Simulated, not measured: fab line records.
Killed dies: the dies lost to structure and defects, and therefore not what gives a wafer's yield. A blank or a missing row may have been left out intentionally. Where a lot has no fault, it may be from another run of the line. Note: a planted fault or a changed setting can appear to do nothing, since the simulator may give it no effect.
Which tool was responsible?    flow nand harc    Sampling: 12 lots, 36 wafers, 6 of 1302 route steps

## WHAT THE GAUGES READ, wafer by wafer
NHARC_A_SGD_CUT_INSPECT_11.
lot   measured      on                 raw defect count
L076  day 19 14:23  defect inspect-02  67 65 67
L077  day 21 00:11  defect inspect-02  66 73 74
L078  day 21 07:12  defect inspect-01  118 100 115
L081  day 22 17:40  defect inspect-02  98 92 102
L084  day 23 05:20  defect inspect-02  80 85 79
L085  day 23 15:29  defect inspect-02  88 70 78
L088  day 24 19:50  defect inspect-02  33 39 35
L087  day 25 00:38  defect inspect-02  86 80 102
L092  day 26 11:34  defect inspect-01  19 23 23
L093  day 27 03:46  defect inspect-02  24 16 25
L096  day 28 12:08  defect inspect-02  7 8 11
L094  day 28 11:41  defect inspect-02  3 18 16

## WHAT TOOL EACH LOT RAN ON (gives the tool, then ch and the chambers of the sampled wafers, and finally the start)
lot   NHARC_A_STAIRCASE_DEP_280        NHARC_A_STAIRCASE_DEP_301        NHARC_A_STAIRCASE_CMP_450      NHARC_A_STAIRCASE_ETCHBACK_157      NHARC_A_SGD_CUT_DEP_00
L076  pecvd-03 ch 1,2, day 16 20:13    pecvd-04 ch 0,1, day 17 08:29    cmp-01 ch 1,2, day 19 11:41    rie diel-11 ch 0,2, day 19 12:35    pecvd-03 ch 1,2, day 19 13:32
L077  pecvd-03 ch 0,2, day 18 01:59    pecvd-04 ch 0,2, day 18 07:14    cmp-04 ch 0,1,2, day 20 21:27  rie diel-13 ch 1,2,3, day 20 22:21  pecvd-02 ch 1,2, day 20 23:20
L078  pecvd-04 ch 0,1, day 18 18:29    pecvd-01 ch 0,2, day 19 02:28    cmp-04 ch 0,3, day 21 04:37    rie diel-13 ch 0,2,3, day 21 05:31  pecvd-02 ch 1,2, day 21 06:29
L081  pecvd-03 ch 0,1, day 20 00:31    pecvd-04 ch 0,2, day 20 09:15    cmp-03 ch 0,1,2, day 22 14:48  rie diel-13 ch 0,1,3, day 22 15:52  pecvd-02 ch 0,2, day 22 16:52
L084  pecvd-01 ch 0,2, day 20 14:41    pecvd-04 ch 1,2, day 20 23:40    cmp-01 ch 0,1,2, day 23 02:34  rie diel-11 ch 0,1,3, day 23 03:32  pecvd-02 ch 0,1,2, day 23 04:29
L085  pecvd-03 ch 0,1,2, day 21 01:46  pecvd-03 ch 0,1,2, day 21 06:44  cmp-03 ch 0,1,2, day 23 12:47  rie diel-11 ch 0,1,3, day 23 13:44  pecvd-02 ch 0,1,2, day 23 14:44
L088  pecvd-01 ch 1,2, day 22 09:18    pecvd-03 ch 1,2, day 22 14:44    cmp-01 ch 0,1, day 24 16:49    rie diel-09 ch 0,1, day 24 17:49    pecvd-02 ch 0,1,2, day 24 19:02
L087  pecvd-03 ch 0,1,2, day 22 19:13  pecvd-03 ch 0,1,2, day 23 00:24  cmp-01 ch 1,2, day 24 21:48    rie diel-11 ch 1,2, day 24 22:47    pecvd-02 ch 1,2, day 24 23:49
L092  pecvd-01 ch 0,1,2, day 23 23:04  pecvd-01 ch 0,1, day 24 04:34    cmp-01 ch 0,1,2, day 26 08:53  rie diel-13 ch 1,2,3, day 26 09:53  pecvd-02 ch 1,2, day 26 10:52
L093  pecvd-03 ch 0,1,2, day 24 21:47  pecvd-01 ch 0,2, day 25 03:22    cmp-04 ch 0,1,2, day 27 01:01  rie diel-09 ch 0,2,3, day 27 01:58  pecvd-01 ch 0,1, day 27 02:55
L096  pecvd-03 ch 0,2, day 25 18:54    pecvd-03 ch 1,2, day 26 03:31    cmp-01 ch 0,1,2, day 28 09:30  rie diel-09 ch 0,2,3, day 28 10:22  pecvd-02 ch 0,2, day 28 11:25
L094  pecvd-01 ch 0,1,2, day 26 01:01  pecvd-03 ch 1,2, day 26 12:13    cmp-04 ch 0,1,3, day 28 09:02  rie diel-09 ch 0,1,2, day 28 09:55  pecvd-02 ch 0,1,2, day 28 11:00
- NHARC_A_STAIRCASE_DEP_280: deposits SiON, target thk 30 nm.
- NHARC_A_STAIRCASE_DEP_301: deposits SiON, target thk 30 nm.
- NHARC_A_STAIRCASE_CMP_450: polishes SiO2, target thk 200 nm.
- NHARC_A_STAIRCASE_ETCHBACK_157: etches the open film in CH3F/O2, target depth 90 nm, time 167.14 s.
- NHARC_A_SGD_CUT_DEP_00: deposits SiNx, target thk 50 nm.

## THE ANSWER, worked out from the rows above alone
Rule: what is usual is taken from the lots themselves. The widest of any qualifying gaps counts: lots, ordered by their means at a reading, are off when they make up no more than a third of the lots, leave a main group of 4 or more, and stand apart from it by 3 or more times the standard deviation of that group's means. A main group whose means are all the same, to the digits that the tables above print for the reading, isn't used. Also off: a lot with no number at a reading for which 4 or more lots have one. Where the step has rows for the other lots, those lots are counted as sound.
No lot is off on any of the readings shown, so nothing can be concluded from this.

## WHAT THE SIMULATOR PUT IN
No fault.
